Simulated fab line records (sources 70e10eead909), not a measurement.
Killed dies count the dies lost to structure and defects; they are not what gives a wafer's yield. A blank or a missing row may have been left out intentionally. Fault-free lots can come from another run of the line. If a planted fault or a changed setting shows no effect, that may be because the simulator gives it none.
Problem report in the 8D (eight disciplines) form, filled by code | flow nandHarc | the parts of the form that need people (team, actions taken, sign-off) are left out

== 1. THE PROBLEM ==
Mean of cdNm at NHARC_A_M1_CD_MEAS_09: 141.0 nm across 3 wafers in 2 lots; on wafers with no fault it is 120.2 nm (standard deviation 0.64). Measured from the usual mean, that is +33 standard deviations.
The step: target cd 120 nm.
Earliest sighting: wafer L677.6 on cdSem-01 at day 21 15:46. At this step, 32 wafers from 11 lots have a number in the record. By rule, "out" or "out of limits" means more than 4 standard deviations away from the usual mean. The rest of the wafers with a number are treated as sound.

== 2. WHAT IT IS, WHAT IT ISN'T ==
question                    | is                     | is not
which readings at this step | cdNm                   | -
which lots                  | L677, L680             | L664, L665, L666, L668, L669, L670, L671, L672, L685
which wafers of those lots  | L677.6, L680.5, L680.6 | L677.3, L680.2
read on which gauges        | cdSem-01               | cdSem-02, cdSem-03
when                        | from day 21 15:46      | up to then (25 sound wafers); but 4 sound wafers of L680, L685 came after

== 3. THE SUSPECTS, EACH WITH WHAT RULES IT OUT ==
Counting: a tool at a process step up to the reading stays a suspect if it ran every lot that is out. Sound lots after the first of them don't rule it out here, since some wafers of a struck lot are sound.
- the gauge at NHARC_A_M1_CD_MEAS_09: kept. All the wafers that are out were read on cdSem-01, and no step on other tools shows them out.
- lithoTrack-01 at NHARC_A_M1_PEB_07 (peb time 65 s): kept. Ran every lot that is out, first one L677 (day 21 15:41); last sound lot up to then L672 (day 20 00:37).
Left after counting: lithoTrack-01 at NHARC_A_M1_PEB_07, cdSem-01 at NHARC_A_M1_CD_MEAS_09.

== 4. THE CAUSE (what the simulator had put in) ==
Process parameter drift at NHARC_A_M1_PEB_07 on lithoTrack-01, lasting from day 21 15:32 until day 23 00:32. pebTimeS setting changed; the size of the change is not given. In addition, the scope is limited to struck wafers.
Of the 2 suspects that counting leaves, this tool is one.

== 5. SEQUENCE OF EFFECTS, ordered by route ==
One row per reading whose mean, taken over the struck wafers that have a number, lies over 3 standard deviations from the usual. Only readings for which the record gives a usual standard deviation are gone through. hours: the time from each lot's start at the first step in this table that gives one to its start at this step, as a median over the lots. sigmas: the change in usual standard deviations.
hours | step                  | reading | usual    | on struck wafers | change | sigmas
0     | NHARC_A_M1_CD_MEAS_09 | cdNm    | 120.2 nm | 141.0            | +20.8  | +33
Later measuring or inspecting steps at which every struck wafer that the step has a row for has a number for every such reading, and none has moved that far: NHARC_END_SORT_01.

== 6. WHAT WOULD HAVE CAUGHT IT SOONER ==
Counted from the fault's start at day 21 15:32, it took 0 hours until the first out-of-limits reading at a measuring or inspecting step in this record, taken at day 21 15:46.
Tool readings at NHARC_A_M1_PEB_07 with a usual standard deviation given in the record: none out on any struck wafer, hence no alarm at a limit of 4 standard deviations on them.
Lots out: 2; of these, L680 started NHARC_A_M1_PEB_07 on lithoTrack-01 after day 21 15:46. Holding the tool at that time would have saved it.
